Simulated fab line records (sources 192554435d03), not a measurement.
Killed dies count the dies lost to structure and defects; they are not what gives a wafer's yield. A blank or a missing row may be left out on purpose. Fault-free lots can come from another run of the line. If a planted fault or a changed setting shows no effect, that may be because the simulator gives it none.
Matching of chambers ; flow n5Finfet ; N5_GATE_CUT_STRIP_59 on rieDiel-04 has 4 sister chambers
The step strips in N2/H2, time 20 s. 8 wafers are shown with their chamber, then 7 later ones without.

WAFERS, EACH WITH ITS CHAMBER
wafer;chamber;showerheadPlenumPTorr (Torr);drypumpMotorCurrentA (A)
L080.2;2;3.24;6.0
L080.3;3;3.41;5.0
L080.5;0;3.38;5.8
L081.2;2;3.24;6.0
L081.5;1;3.29;5.7
L081.6;0;3.38;5.7
L082.1;1;3.28;5.7
L082.2;3;3.41;5.1

WAFERS WITH NO CHAMBER GIVEN
wafer;showerheadPlenumPTorr (Torr);drypumpMotorCurrentA (A)
L082.3;3.23;6.1
L093.1;3.37;5.7
L093.2;3.40;5.0
L093.6;3.23;6.1
L094.2;3.37;5.7
L094.3;3.28;5.7
L094.6;3.23;6.1

WHICH CHAMBER EACH ONE RAN IN
wafer;from the rows above;in truth
L082.3;2;2
L093.1;0;0
L093.2;3;3
L093.6;2;2
L094.2;0;0
L094.3;1;1
L094.6;2;2
7 of 7 placed correctly. Left unplaced by these rows: 0. Wrongly placed: 0.
How it was worked out, from the rows above alone: a wafer's distance from a chamber is the root of the sum, over the readings, of the square of ((its reading less the chamber's mean) divided by the reading's scatter). The wafer belongs to the nearest chamber; if the next one is less than 2 further off, it can't be placed. For every chamber, the mean is computed from those of its wafers that are shown. The scatter is the square root of a quotient: the sum, over the shown wafers, of each reading's squared deviation from its chamber's mean, divided by wafers minus chambers.
